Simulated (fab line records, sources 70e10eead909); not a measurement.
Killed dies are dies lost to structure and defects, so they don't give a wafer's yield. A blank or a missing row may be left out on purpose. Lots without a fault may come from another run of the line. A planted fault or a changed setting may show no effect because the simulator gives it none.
Which tool did it? | flow nand_harc | 6 lots, 18 wafers sampled, at 3 steps of a route of 1302

WHAT THE GAUGES READ, wafer by wafer
NHARC_P_M1_INSPECT_27.
lot  | measured     | on                | raw_defect_count
L163 | day 7 03:09  | defect_inspect-02 | 195 200 164
L171 | day 11 00:28 | defect_inspect-01 | 1966 1611 1885
L177 | day 13 04:31 | defect_inspect-02 | 433 392 283
L179 | day 13 22:20 | defect_inspect-02 | 190 260 322
L182 | day 15 08:09 | defect_inspect-01 | 227 314 304
L183 | day 15 18:53 | defect_inspect-01 | 399 438 537

WHICH TOOL RAN EACH LOT (tool, then ch and the chambers of the sampled wafers, then the start)
lot  | NHARC_P_M1_STRIP_18                | NHARC_P_M1_CMP_23
L163 | rie_diel-11 ch 0,2,3, day 7 00:58  | cmp-01 ch 2,3, day 7 02:41
L171 | rie_diel-08 ch 1,2, day 10 22:16   | cmp-01 ch 0,3, day 10 23:59
L177 | rie_diel-08 ch 0,1,2, day 13 02:23 | cmp-02 ch 0,2,3, day 13 04:04
L179 | rie_diel-08 ch 0,1,3, day 13 20:09 | cmp-01 ch 0,1,2, day 13 21:52
L182 | rie_diel-08 ch 1,3, day 15 05:59   | cmp-04 ch 1,2,3, day 15 07:44
L183 | rie_diel-08 ch 0,2, day 15 16:42   | cmp-02 ch 0,2,3, day 15 18:26
- NHARC_P_M1_STRIP_18: strips in N2/H2.
- NHARC_P_M1_CMP_23: polishes, t overpolish 20 s, target thk 157.82 nm.

THE ANSWER, worked out from the rows above alone
Rule: what is usual is taken from the lots themselves. Put in order of their means at a reading, lots are off if they are a third of the lots or fewer, leave a main group of 4 or more, and stand apart from it by a gap of 3 or more times the standard deviation of the main group's means; of several such gaps the widest counts. A main group whose means are all the same, to the digits that the tables above print for the reading, isn't used. A lot without any number at a reading at which 4 lots or more have one is off too. The other lots that the step has rows for count as sound.
Off: L171, at NHARC_P_M1_INSPECT_27 (raw_defect_count). The main group: mean 311, standard deviation 94.
A tool fits if, at a process step before that reading, it ran every lot that is off, and no sound lot after the first of them. The gauges at NHARC_P_M1_INSPECT_27 are tried like those tools. None of those tried fits.

WHAT THE SIMULATOR HAD PUT IN
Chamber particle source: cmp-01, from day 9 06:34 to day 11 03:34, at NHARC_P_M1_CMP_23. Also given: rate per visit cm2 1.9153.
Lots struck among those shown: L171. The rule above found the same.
